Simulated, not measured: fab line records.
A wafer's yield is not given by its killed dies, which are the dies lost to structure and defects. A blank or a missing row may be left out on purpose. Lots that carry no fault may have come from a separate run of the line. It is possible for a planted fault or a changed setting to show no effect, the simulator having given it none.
Matching of chambers | flow n5Finfet | 4 sister chambers for N5_BEOL_M11_ETCH_65 on rieDiel-06
The step etches SiARC in CF4, target depth 39 nm, time 65 s. 22 wafers are shown with their chamber, then 11 later ones without.

WAFERS, EACH WITH ITS CHAMBER
wafer  | chamber | showerheadPlenumPTorr (Torr) | drypumpMotorCurrentA (A) | throttleValvePct (%)
L074.2 | 0       | 2.12                         | 5.4                      | 15.88
L074.3 | 1       | 2.28                         | 5.7                      | 15.37
L074.4 | 2       | 2.15                         | 5.8                      | 15.70
L075.4 | 3       | 2.10                         | 5.1                      | 15.48
L075.5 | 2       | 2.15                         | 5.8                      | 15.71
L075.6 | 3       | 2.10                         | 5.2                      | 15.47
L085.1 | 3       | 2.09                         | 5.1                      | 15.54
L085.2 | 1       | 2.27                         | 5.7                      | 15.44
L085.3 | 2       | 2.14                         | 5.9                      | 15.76
L086.4 | 2       | 2.14                         | 5.8                      | 15.76
L086.5 | 1       | 2.27                         | 5.7                      | 15.44
L086.6 | 2       | 2.14                         | 5.8                      | 15.77
L087.2 | 3       | 2.09                         | 5.2                      | 15.55
L087.4 | 0       | 2.11                         | 5.4                      | 15.93
L087.5 | 0       | 2.11                         | 5.4                      | 15.95
L088.2 | 1       | 2.26                         | 5.7                      | 15.44
L088.3 | 3       | 2.09                         | 5.2                      | 15.54
L088.5 | 2       | 2.14                         | 5.8                      | 15.77
L092.2 | 2       | 2.14                         | 5.8                      | 15.79
L092.5 | 2       | 2.14                         | 5.8                      | 15.78
L092.6 | 1       | 2.26                         | 5.7                      | 15.46
L091.1 | 1       | 2.26                         | 5.7                      | 15.46

SIGNATURES (means of the wafers above)
reading               | chamber 0 | chamber 1 | chamber 2 | chamber 3 | scatter within a chamber
showerheadPlenumPTorr | 2.1133    | 2.2667    | 2.1425    | 2.0940    | 0.0061
drypumpMotorCurrentA  | 5.400     | 5.700     | 5.812     | 5.160     | 0.034
throttleValvePct      | 15.9200   | 15.4350   | 15.7550   | 15.5160   | 0.0344
Rule: a wafer's distance from a chamber is the root of the sum, over the readings, of the square of ((its reading less the chamber's mean) divided by the reading's scatter). The wafer belongs to the nearest chamber; if the next one is less than 2 further off, it can't be placed. The scatter: the root of (the sum of the squares of (reading less its chamber's mean) over the shown wafers, divided by (wafers less chambers)).

WAFERS WITHOUT THEIR CHAMBER
wafer  | showerheadPlenumPTorr (Torr) | drypumpMotorCurrentA (A) | throttleValvePct (%)
L091.3 | 2.14                         | 5.8                      | 15.78
L091.6 | 2.09                         | 5.1                      | 15.55
L095.2 | 2.14                         | 5.8                      | 15.79
L095.3 | 2.08                         | 5.2                      | 15.57
L095.6 | 2.08                         | 5.1                      | 15.56
L097.1 | 2.10                         | 5.4                      | 15.46
L097.3 | 2.08                         | 5.2                      | 15.59
L097.6 | 2.14                         | 5.9                      | 15.80
L096.4 | 2.14                         | 5.8                      | 15.80
L096.5 | 2.26                         | 5.7                      | 15.49
L096.6 | 2.08                         | 5.1                      | 15.61

CHAMBER TAKEN BY EACH
wafer  | from the rows above | in truth
L091.3 | 2                   | 2
L091.6 | 3                   | 3
L095.2 | 2                   | 2
L095.3 | 3                   | 3
L095.6 | 3                   | 3
L097.1 | 3                   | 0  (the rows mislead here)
L097.3 | 3                   | 3
L097.6 | 2                   | 2
L096.4 | 2                   | 2
L096.5 | 1                   | 1
L096.6 | 3                   | 3
10 of 11 placed correctly. Not placeable from these rows: 0. Number placed wrongly: 1.
